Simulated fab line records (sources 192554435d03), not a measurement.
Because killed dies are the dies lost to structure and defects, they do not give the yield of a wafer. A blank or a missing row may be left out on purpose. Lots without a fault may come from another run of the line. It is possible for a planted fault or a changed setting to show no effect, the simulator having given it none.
Which of the tools did it?	flow n5_finfet	Sampling: 15 lots, 45 wafers, 4 of 1938 route steps

## WHAT THE GAUGES SHOWED, per wafer
The record holds no reading of a measuring or inspecting step that can be judged against a usual standard deviation.

## WHICH TOOL RAN EACH LOT (tool, then ch and the chambers of the sampled wafers, then the start)
lot	N5_BEOL_M2_DESCUM_16	N5_BEOL_M2_HM_OPEN_17	N5_BEOL_M2_DEVELOP_27	N5_BEOL_M2_ALD_98
L158	rie_diel-01 ch 2,3, day 6 12:28	rie_metal-03 ch 0, day 6 12:43	litho_track-05 ch 0, day 6 13:23	ald_sin-03 ch 0,1,2, day 6 14:40
L160	rie_diel-04 ch 1,2, day 7 06:26	rie_metal-01 ch 1, day 7 06:47	litho_track-05 ch 0, day 7 07:13	ald_sin-02 ch 0,2,3, day 7 07:32
L162	rie_diel-01 ch 0,2, day 7 08:16	rie_metal-02 ch 0,1, day 7 08:31	litho_track-05 ch 0, day 7 08:58	ald_sin-03 ch 0,1, day 7 09:27
L163	rie_diel-02 ch 0,1,3, day 7 19:49	rie_metal-01 ch 1, day 7 20:09	litho_track-04 ch 0, day 7 20:36	ald_sin-04 ch 2,3, day 7 20:55
L165	rie_diel-01 ch 0,2, day 8 14:31	rie_metal-01 ch 0,1, day 8 14:46	litho_track-02 ch 0, day 8 15:13	ald_sin-04 ch 1,2, day 8 16:41
L167	rie_diel-02 ch 1,3, day 8 17:57	rie_metal-02 ch 0,1, day 8 18:12	litho_track-02 ch 0, day 8 18:49	ald_sin-04 ch 2,3, day 8 19:35
L168	rie_diel-01 ch 0,1,3, day 8 18:57	rie_metal-01 ch 0,1, day 8 19:12	litho_track-05, day 8 19:47	ald_sin-04 ch 1,2,3, day 8 20:19
L169	rie_diel-04 ch 1,2,3, day 9 09:07	rie_metal-03 ch 0,1, day 9 09:22	litho_track-04, day 9 09:56	ald_sin-02 ch 0,1,3, day 9 10:15
L170	rie_diel-04 ch 1,2,3, day 9 16:08	rie_metal-01 ch 0,1, day 9 16:23	litho_track-05, day 9 16:58	ald_sin-02 ch 0,2,3, day 9 17:34
L175	rie_diel-02 ch 0,1,3, day 11 00:37	rie_metal-01 ch 0,1, day 11 00:55	litho_track-05 ch 0, day 11 01:26	ald_sin-03 ch 0,2,3, day 11 01:55
L176	rie_diel-04 ch 2,3, day 11 01:40	rie_metal-03 ch 1, day 11 01:55	litho_track-04 ch 0, day 11 02:29	ald_sin-03 ch 0,2, day 11 02:48
L178	rie_diel-01 ch 1,2,3, day 11 08:22	rie_metal-02 ch 0,1, day 11 08:37	litho_track-05 ch 0, day 11 09:11	ald_sin-04 ch 0,1,2, day 11 09:56
L179	rie_diel-01 ch 0,1,2, day 11 20:33	rie_metal-01 ch 0,1, day 11 20:49	litho_track-05 ch 0, day 11 21:16	ald_sin-04 ch 0,1, day 11 21:37
L181	rie_diel-01 ch 0,2,3, day 12 04:38	rie_metal-01 ch 0,1, day 12 04:55	litho_track-05 ch 0, day 12 05:27	ald_sin-03 ch 1,2,3, day 12 05:59
L180	rie_diel-04 ch 0,1,2, day 12 04:54	rie_metal-02 ch 0,1, day 12 05:09	litho_track-05 ch 0, day 12 05:43	ald_sin-03 ch 0,1,3, day 12 06:05
- N5_BEOL_M2_DESCUM_16: chemistry O2, time 7 s.
- N5_BEOL_M2_HM_OPEN_17: chemistry Cl2/BCl3, target TiN, target depth 20 nm, overetch 6 nm.
- N5_BEOL_M2_DEVELOP_27: develop time 30 s.
- N5_BEOL_M2_ALD_98: deposits SiO2, target thk 2.5 nm, pulse time 1 s, co reactant pulse time 1 s.

## WHAT THE TOOLS THEMSELVES READ (means of the sampled wafers that have a number; where no wafer has one, the mark that the record gives instead)
N5_BEOL_M2_DESCUM_16.
lot	tool	drypump_motor_current_A (A)	oes_product_au (a.u.)	rf_vpp_V (V)	showerhead_plenum_p_Torr (Torr)	throttle_valve_pct (%)
L158	rie_diel-01	5.8	0.93	245.6	2.23	20.29
L160	rie_diel-04	5.4	0.87	243.8	2.12	20.65
L162	rie_diel-01	5.8	1.00	244.3	2.18	20.14
L163	rie_diel-02	5.3	0.81	243.0	2.08	20.47
L165	rie_diel-01	5.7	0.93	244.8	2.20	20.10
L167	rie_diel-02	5.2	0.85	243.2	2.06	20.27
L168	rie_diel-01	6.1	0.85	243.5	2.12	20.59
L169	rie_diel-04	5.3	0.80	242.9	2.10	20.65
L170	rie_diel-04	5.3	0.80	244.3	2.10	20.65
L175	rie_diel-02	5.3	0.78	243.7	2.07	20.51
L176	rie_diel-04	5.6	0.85	243.4	2.13	20.70
L178	rie_diel-01	6.0	0.80	242.8	2.14	20.56
L179	rie_diel-01	5.9	0.84	243.4	2.12	20.36
L181	rie_diel-01	5.9	0.85	245.0	2.18	20.43
L180	rie_diel-04	5.3	0.89	243.0	2.10	20.53

N5_BEOL_M2_HM_OPEN_17.
lot	tool	bcl3_flow_sccm (sccm)	drypump_motor_current_A (A)	oes_product_au (a.u.)	throttle_valve_pct (%)
L158	rie_metal-03	21.78	6.2	0.66	22.07
L160	rie_metal-01	21.81	5.6	0.69	22.13
L162	rie_metal-02	21.79	6.5	0.68	22.00
L163	rie_metal-01	21.71	5.6	0.69	22.13
L165	rie_metal-01	21.75	5.7	0.65	22.19
L167	rie_metal-02	21.78	6.5	0.68	22.00
L168	rie_metal-01	21.83	5.9	0.60	22.26
L169	rie_metal-03	21.77	5.6	0.75	22.19
L170	rie_metal-01	21.72	5.7	0.64	22.21
L175	rie_metal-01	21.71	5.9	0.59	22.27
L176	rie_metal-03	21.69	5.3	0.78	22.25
L178	rie_metal-02	21.79	6.6	0.67	22.20
L179	rie_metal-01	21.66	5.7	0.63	22.21
L181	rie_metal-01	21.65	5.9	0.59	22.26
L180	rie_metal-02	21.68	6.6	0.67	22.17

N5_BEOL_M2_DEVELOP_27.
lot	tool	chill_plate_temp_C (C)	developer_temp_C (C)	resist_line_temp_C (C)
L158	litho_track-05	23.08	22.93	22.98
L160	litho_track-05	22.97	22.85	22.97
L162	litho_track-05	23.14	22.85	22.98
L163	litho_track-04	23.02	23.06	22.99
L165	litho_track-02	23.08	22.97	22.96
L167	litho_track-02	23.21	22.87	23.12
L168	litho_track-05	-	-	-
L169	litho_track-04	-	-	-
L170	litho_track-05	-	-	-
L175	litho_track-05	22.96	22.98	22.91
L176	litho_track-04	23.03	23.21	23.12
L178	litho_track-05	22.91	22.97	22.83
L179	litho_track-05	22.96	22.87	22.94
L181	litho_track-05	22.91	23.01	23.04
L180	litho_track-05	22.96	23.04	23.06

N5_BEOL_M2_ALD_98.
lot	tool	heater_power_w (W)	precursor_pulse_height_rel
L158	ald_sin-03	75	1.015
L160	ald_sin-02	85	0.995
L162	ald_sin-03	73	1.002
L163	ald_sin-04	69	1.010
L165	ald_sin-04	77	0.983
L167	ald_sin-04	75	1.011
L168	ald_sin-04	74	0.998
L169	ald_sin-02	77	1.008
L170	ald_sin-02	84	1.000
L175	ald_sin-03	76	1.004
L176	ald_sin-03	74	1.001
L178	ald_sin-04	83	1.010
L179	ald_sin-04	82	0.987
L181	ald_sin-03	73	0.981
L180	ald_sin-03	75	1.015

## THE ANSWER, worked out from the rows above alone
Rule: usual is defined by the lots themselves. Put in order of their means at a reading, lots are off if they are a third of the lots or fewer, leave a main group of 4 or more, and stand apart from it by a gap of 3 or more times the standard deviation of the main group's means; of several such gaps the widest counts. A main group is skipped when, at the precision printed for the reading in the tables above, its means are all equal. A lot without any number at a reading at which 4 lots or more have one is off too. Any other lot the step has rows for is counted as sound. The gauges are gone through in route order, then the tools' own readings, and for those a lot's mean is taken as printed above. The first step at which some lot is off is used, and at that step the reading that is off furthest; a lot without a number counts as furthest.
Off: L168, L169, L170 (N5_BEOL_M2_DEVELOP_27, chill_plate_temp_C). Without a number there: L168, L169, L170. The main group: mean 23.02 C, standard deviation 0.089.
If a tool, at that step or one of the process steps before it, ran each lot that is off and ran no sound lot following the first of them, it fits. None of those tried fits.

## WHAT HAD BEEN PUT IN BY THE SIMULATOR
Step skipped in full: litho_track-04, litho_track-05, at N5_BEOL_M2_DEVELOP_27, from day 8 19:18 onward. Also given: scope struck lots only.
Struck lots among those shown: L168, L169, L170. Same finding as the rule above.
